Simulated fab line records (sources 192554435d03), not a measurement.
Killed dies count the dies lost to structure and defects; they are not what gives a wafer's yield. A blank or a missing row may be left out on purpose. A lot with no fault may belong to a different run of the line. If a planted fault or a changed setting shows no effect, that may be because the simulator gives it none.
Problem report, 8D (eight disciplines) form, completed by code / flow n5-finfet / the parts of the form that need people (team, actions taken, sign-off) are left out

## 1. WHAT WENT WRONG
Mean of raw-defect-count at N5_FIN_SAQP_INSPECT_40: 1515 across 9 wafers in 3 lots; on wafers with no fault it is 221 (standard deviation 57). Measured from the usual mean, that is +23 standard deviations.
The step: inspects for defects (brightfield).
The first sign was on wafer L476.2 at day 5 20:35, on defect-inspect-01. The record has a number at this step for 33 wafers belonging to 11 lots. The rule behind "out" and "out of limits": a value lying over 4 standard deviations away from the usual mean. The other wafers with a number count as sound.

## 2. WHAT IT IS; WHAT IT IS NOT
question=which readings at this step | is=raw-defect-count | is not=-
question=which lots | is=L476, L477, L481 | is not=L463, L464, L465, L466, L474, L475, L480, L484
question=which wafers of those lots | is=all that have a number | is not=-
question=read on which gauges | is=defect-inspect-01, defect-inspect-02 | is not=-
question=when | is=from day 5 20:35 | is not=up to then (18 sound wafers); but 6 sound wafers of L480, L484 came after

## 3. WHAT RULES OUT EACH SUSPECT
Counting: a tool stays on the suspect list if, at a process step up to the reading, it processed all lots that are out and no sound lot following the first of them.
- the gauge at N5_FIN_SAQP_INSPECT_40 has been ruled out. The wafers that are out were read on 2 gauges (defect-inspect-01, defect-inspect-02).
- rie-si-03 at N5_FIN_SAQP_MANDREL_ETCH_22 (etches a-Si in HBr/Cl2, stops on SiNx, target depth 60 nm, bt time 10 s, time 30 s): kept. It ran every lot that is out, first L476 (day 5 15:48), and no sound lot after that; its last sound lot up to then is L475 (day 5 10:08).
- rie-si-03 at N5_FIN_SAQP_ETCH_65 (etches SiO2 in CF4, target depth 4 nm, time 4.4 s): ruled out as a lasting fault. The sound lots L480 went through it after L476, its earliest lot that is out (day 5 18:09).
After counting, what remains is rie-si-03 at N5_FIN_SAQP_MANDREL_ETCH_22.

## 4. THE CAUSE (what the simulator had put in)
Chamber particle source: rie-si-03, from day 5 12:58 on, at N5_FIN_SAQP_MANDREL_ETCH_22. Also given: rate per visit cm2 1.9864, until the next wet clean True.
This tool alone remained once counting was done.

## 5. SEQUENCE OF EFFECTS, ordered by route
Each row: a reading whose mean over the struck wafers that have a number lies more than 3 standard deviations from the usual. Readings are gone through only where the record gives a usual standard deviation; hours: the median, over the lots, of the time from a lot's start at the first step in this table giving one to that lot's start at this step; sigmas: the change measured in usual standard deviations.
hours=0; step=N5_FIN_SAQP_INSPECT_40; reading=raw-defect-count; usual=221; on struck wafers=1515; change=+1294; sigmas=+23
hours=0; step=N5_FIN_CUT_INSPECT_10; reading=raw-defect-count; usual=41; on struck wafers=1319; change=+1278; sigmas=+99 or more

## 6. WHAT WOULD HAVE CAUGHT IT SOONER
8 hours passed between the start of the fault at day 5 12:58 and the first reading out of limits at a measuring or inspecting step in this record, taken at day 5 20:35.
No tool reading at N5_FIN_SAQP_MANDREL_ETCH_22 that has a usual standard deviation in the record was out on any struck wafer, so an alarm limit of 4 standard deviations on those readings would not have fired.
Among the 3 lots that are out, L477, L481 began N5_FIN_SAQP_MANDREL_ETCH_22 on rie-si-03 after day 5 20:35. A hold on the tool at that time would have spared those 2.
